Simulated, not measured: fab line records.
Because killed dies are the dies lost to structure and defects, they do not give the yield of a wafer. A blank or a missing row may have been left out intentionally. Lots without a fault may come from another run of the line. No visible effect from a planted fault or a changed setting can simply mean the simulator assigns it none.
Comparing a struck lot with a sound one || flow nandHarc || 41 out of 1159 route steps
Sound: the wafers L280.1, L280.4, L280.6. Struck: wafer L294.3 (left out: L294.5, a lot-mate that was not struck); the cause follows at the end.
Order at every step that has rows: each side's tool, ch and its chambers, its first start. Under that, the readings that differ: sound wafers || struck wafers || difference of the means || sigmas: that difference in standard deviations of wafers without a fault.
alike: same words and numbers on both sides, and readings whose means sit less than 2 such deviations apart. not compared: any withheld reading, any reading some wafer has no value for, any bound like >300 that may hide the same value, and any number with overlapping values for which the record gives no deviation.
A row with sigmas, a row that says differs or no value, or rows on one side alone: a step with any of these is where the two part. Non-overlapping numbers with no deviation appear without sigmas and do not part them. Lack of a reading on every wafer of one side parts them only where that side has two or more wafers.

first, 11 steps without rows for these wafers: NHARC_A_STAIRCASE_COAT_160; NHARC_A_STAIRCASE_SOFTBAKE_161 (time 170 s); NHARC_A_STAIRCASE_EBR_162; NHARC_A_STAIRCASE_EXPOSE_163 (exposes mask STAIR OPEN); NHARC_A_STAIRCASE_PEB_164 (peb time 130 s); NHARC_A_STAIRCASE_DEVELOP_165 (time 140 s); NHARC_A_STAIRCASE_HARDBAKE_167 (time 140 s); NHARC_A_STAIRCASE_DESCUM_168 (chemistry O2, time 3 s); NHARC_A_STAIRCASE_ETCH_169 (etches the open film in CH3F/O2, target depth 50 nm, time 107.1 s); NHARC_A_STAIRCASE_ETCH_170 (etches the open film in C4F6/O2, target depth 200 nm, time 66.667 s); NHARC_A_STAIRCASE_STRIP_171 (strips in O2).
NHARC_A_STAIRCASE_STRIP_172: strips in SPM, time 900 s.
  sound on wetBench-07 ch 0,6,7, day 11 12:16; struck on wetBench-07 ch 5,7, day 14 23:28
then, 16 steps without rows for these wafers: NHARC_A_STAIRCASE_PRECLEAN_173 (cleans in SC1); NHARC_A_STAIRCASE_SRD_174; NHARC_A_STAIRCASE_DEHYDRATE_01 (time 120 s); NHARC_A_STAIRCASE_HMDS_02 (time 30 s); NHARC_A_STAIRCASE_COAT_03; NHARC_A_STAIRCASE_SOFTBAKE_04 (time 170 s); NHARC_A_STAIRCASE_EBR_05; NHARC_A_STAIRCASE_EXPOSE_06 (exposes mask STAIR); NHARC_A_STAIRCASE_PEB_07 (peb time 130 s); NHARC_A_STAIRCASE_DEVELOP_08 (time 140 s); NHARC_A_STAIRCASE_HARDBAKE_10 (time 140 s); NHARC_A_STAIRCASE_DESCUM_11 (chemistry O2, time 3 s); NHARC_A_STAIRCASE_TRIM_12 (chemistry O2, time 211.2 s); NHARC_A_STAIRCASE_ETCH_13 (etches the open film in C4F8/O2, target depth 100 nm, time 40.5 s); NHARC_A_STAIRCASE_TRIM_14 (chemistry O2, time 211.2 s); NHARC_A_STAIRCASE_ETCH_15 (etches the open film in C4F8/O2, target depth 100 nm, time 40.5 s).
NHARC_A_STAIRCASE_TRIM_16: chemistry O2, time 211.2 s.
  sound on rieDiel-04 ch 0,3; struck on rieDiel-04 ch 3
{"reading": "showerheadPlenumPTorr (Torr)", "sound": "3.28 3.45 3.45", "struck": 3.80, "difference": "+0.41", "sigmas": "+3"}
  alike: drypumpMotorCurrentA, oesProductAu, rfVppV, throttleValvePct
  not compared: rfHoursCounterH
then, 1 step without rows for these wafers: NHARC_A_STAIRCASE_ETCH_17 (etches the open film in C4F8/O2, target depth 100 nm, time 40.5 s).
NHARC_A_STAIRCASE_TRIM_18: chemistry O2, time 211.2 s.
  sound on rieDiel-04 ch 0,1,2; struck on rieDiel-04 ch 1
  alike: drypumpMotorCurrentA, oesProductAu, rfVppV, showerheadPlenumPTorr, throttleValvePct
  not compared: rfHoursCounterH
NHARC_A_STAIRCASE_ETCH_19: etches the open film in C4F8/O2, target depth 100 nm, time 40.5 s.
  sound on rieDiel-04 ch 0,1,3; struck on rieDiel-04 ch 2
  alike: oesProductAu, rfVppV
  not compared: rfHoursCounterH
then, 1 step without rows for these wafers: NHARC_A_STAIRCASE_TRIM_20 (chemistry O2, time 211.2 s).
NHARC_A_STAIRCASE_ETCH_21: etches the open film in C4F8/O2, target depth 100 nm, time 40.5 s.
  sound on rieDiel-04 ch 1,2,3; struck on rieDiel-04 ch 3
{"reading": "rfVppV (V)", "sound": "899 888 890", "struck": 906, "difference": "+14", "sigmas": "+2"}
  alike: oesProductAu
  not compared: rfHoursCounterH
NHARC_A_STAIRCASE_TRIM_22: chemistry O2, time 211.2 s.
  sound on rieDiel-04 ch 0,1,2; struck on rieDiel-04 ch 2
  alike: drypumpMotorCurrentA, oesProductAu, rfVppV, showerheadPlenumPTorr, throttleValvePct
  not compared: rfHoursCounterH
then, 4 steps without rows for these wafers: NHARC_A_STAIRCASE_ETCH_23 (etches the open film in C4F8/O2, target depth 100 nm, time 40.5 s); NHARC_A_STAIRCASE_TRIM_24 (chemistry O2, time 211.2 s); NHARC_A_STAIRCASE_ETCH_25 (etches the open film in C4F8/O2, target depth 100 nm, time 40.5 s); NHARC_A_STAIRCASE_TRIM_26 (chemistry O2, time 211.2 s).
-- a jump in the record: the struck wafers' starts before and after are 4 days apart (it breaks off in module A_STAIRCASE and resumes in module A_SGD_CUT, where the first step shown is number 747 of the route) --
NHARC_A_SGD_CUT_DEP_00: deposits SiNx, target thk 50 nm.
  sound on pecvd-02 ch 0,1,2, day 14 16:10; struck on pecvd-03 ch 2, day 18 18:20
{"reading": "hold", "sound": "- - -", "struck": "awaitDispo/4.4h/release", "difference": "no value on the sound wafers", "sigmas": ""}
  alike: heaterPowerW
-- jump in the record: it breaks off in module A_SGD_CUT and resumes in module END (first step shown: number 1159 of the route), and 6 days separate the struck wafers' starts before and after --
NHARC_END_SORT_01:
  sound on prober-01 ch 0, day 19 23:50; struck on prober-02 ch 0, day 24 18:49
{"reading": "killedAtArray", "sound": "19 13 9", "struck": 112, "difference": "+98", "sigmas": "+11"}
{"reading": "killedAtOther", "sound": "0 0 0", "struck": 2, "difference": "+2", "sigmas": "+2"}
{"reading": "killedDies", "sound": "20 13 12", "struck": 115, "difference": "+100", "sigmas": "+11"}
  alike: killedAtPeriphery, killedOpen, killedShort

## WHERE THEY PART
First at NHARC_A_STAIRCASE_TRIM_16; last, within this record, at NHARC_END_SORT_01.

WHY: whatever the simulator had introduced
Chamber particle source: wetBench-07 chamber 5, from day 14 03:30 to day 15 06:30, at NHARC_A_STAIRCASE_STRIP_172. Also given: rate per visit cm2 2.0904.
